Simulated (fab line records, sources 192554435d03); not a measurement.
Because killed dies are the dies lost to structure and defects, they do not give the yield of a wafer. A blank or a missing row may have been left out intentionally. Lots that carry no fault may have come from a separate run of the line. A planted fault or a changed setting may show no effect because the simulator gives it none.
Matching of chambers / flow n5_finfet / N5_PASSIVATION_PASS_ETCH_74 on rie_diel-01 has 4 sister chambers
The step etches SiNx in CF4/O2, target depth 220 nm, time 110 s. 14 wafers are shown with their chamber, then 7 later ones without.

== EACH WAFER AND ITS CHAMBER ==
wafer=L532.2; chamber=3; drypump_motor_current_A (A)=6.6; rf_vpp_V (V)=259; showerhead_plenum_p_Torr (Torr)=2.27
wafer=L532.4; chamber=3; drypump_motor_current_A (A)=6.6; rf_vpp_V (V)=259; showerhead_plenum_p_Torr (Torr)=2.27
wafer=L532.6; chamber=0; drypump_motor_current_A (A)=5.5; rf_vpp_V (V)=240; showerhead_plenum_p_Torr (Torr)=2.23
wafer=L533.1; chamber=2; drypump_motor_current_A (A)=5.7; rf_vpp_V (V)=253; showerhead_plenum_p_Torr (Torr)=2.17
wafer=L533.4; chamber=0; drypump_motor_current_A (A)=5.6; rf_vpp_V (V)=240; showerhead_plenum_p_Torr (Torr)=2.23
wafer=L533.5; chamber=2; drypump_motor_current_A (A)=5.7; rf_vpp_V (V)=255; showerhead_plenum_p_Torr (Torr)=2.17
wafer=L543.2; chamber=2; drypump_motor_current_A (A)=5.7; rf_vpp_V (V)=255; showerhead_plenum_p_Torr (Torr)=2.16
wafer=L543.3; chamber=3; drypump_motor_current_A (A)=6.6; rf_vpp_V (V)=259; showerhead_plenum_p_Torr (Torr)=2.26
wafer=L543.5; chamber=3; drypump_motor_current_A (A)=6.6; rf_vpp_V (V)=259; showerhead_plenum_p_Torr (Torr)=2.26
wafer=L542.1; chamber=1; drypump_motor_current_A (A)=6.6; rf_vpp_V (V)=229; showerhead_plenum_p_Torr (Torr)=2.36
wafer=L542.2; chamber=2; drypump_motor_current_A (A)=5.7; rf_vpp_V (V)=253; showerhead_plenum_p_Torr (Torr)=2.16
wafer=L542.5; chamber=3; drypump_motor_current_A (A)=6.6; rf_vpp_V (V)=260; showerhead_plenum_p_Torr (Torr)=2.26
wafer=L544.1; chamber=0; drypump_motor_current_A (A)=5.6; rf_vpp_V (V)=240; showerhead_plenum_p_Torr (Torr)=2.22
wafer=L544.4; chamber=2; drypump_motor_current_A (A)=5.7; rf_vpp_V (V)=254; showerhead_plenum_p_Torr (Torr)=2.16

SIGNATURES (averages over the wafers above)
reading=drypump_motor_current_A; chamber 0=5.567; chamber 1=6.600; chamber 2=5.700; chamber 3=6.600; scatter within a chamber=0.0258
reading=rf_vpp_V; chamber 0=240.00; chamber 1=229.00; chamber 2=254.00; chamber 3=259.20; scatter within a chamber=0.693
reading=showerhead_plenum_p_Torr; chamber 0=2.2267; chamber 1=2.3600; chamber 2=2.1640; chamber 3=2.2640; scatter within a chamber=0.00554
Rule: a wafer lies at a distance from a chamber equal to the root of the sum of squares, over the readings, of (its reading less the chamber's mean, divided by the reading's scatter). If the next closest chamber is less than 2 further off than the closest, the wafer can't be placed; otherwise it belongs to the closest. The scatter: take each reading less its chamber's mean, square it, sum over the shown wafers, divide by the number of wafers less the number of chambers, and take the root.

== WAFERS WHOSE CHAMBER IS MISSING ==
wafer=L544.5; drypump_motor_current_A (A)=5.7; rf_vpp_V (V)=254; showerhead_plenum_p_Torr (Torr)=2.16
wafer=L546.1; drypump_motor_current_A (A)=6.6; rf_vpp_V (V)=230; showerhead_plenum_p_Torr (Torr)=2.36
wafer=L546.5; drypump_motor_current_A (A)=6.6; rf_vpp_V (V)=228; showerhead_plenum_p_Torr (Torr)=2.35
wafer=L546.6; drypump_motor_current_A (A)=5.7; rf_vpp_V (V)=253; showerhead_plenum_p_Torr (Torr)=2.16
wafer=L548.1; drypump_motor_current_A (A)=6.6; rf_vpp_V (V)=226; showerhead_plenum_p_Torr (Torr)=2.35
wafer=L548.5; drypump_motor_current_A (A)=5.7; rf_vpp_V (V)=255; showerhead_plenum_p_Torr (Torr)=2.16
wafer=L548.6; drypump_motor_current_A (A)=6.6; rf_vpp_V (V)=228; showerhead_plenum_p_Torr (Torr)=2.35

== WHICH CHAMBER EACH ONE RAN IN ==
wafer=L544.5; from the rows above=2; in truth=2
wafer=L546.1; from the rows above=1; in truth=1
wafer=L546.5; from the rows above=1; in truth=1
wafer=L546.6; from the rows above=2; in truth=2
wafer=L548.1; from the rows above=1; in truth=1
wafer=L548.5; from the rows above=2; in truth=2
wafer=L548.6; from the rows above=1; in truth=1
Correct placement for 7 of the 7. Number that these rows cannot place: 0. 0 placed wrongly.
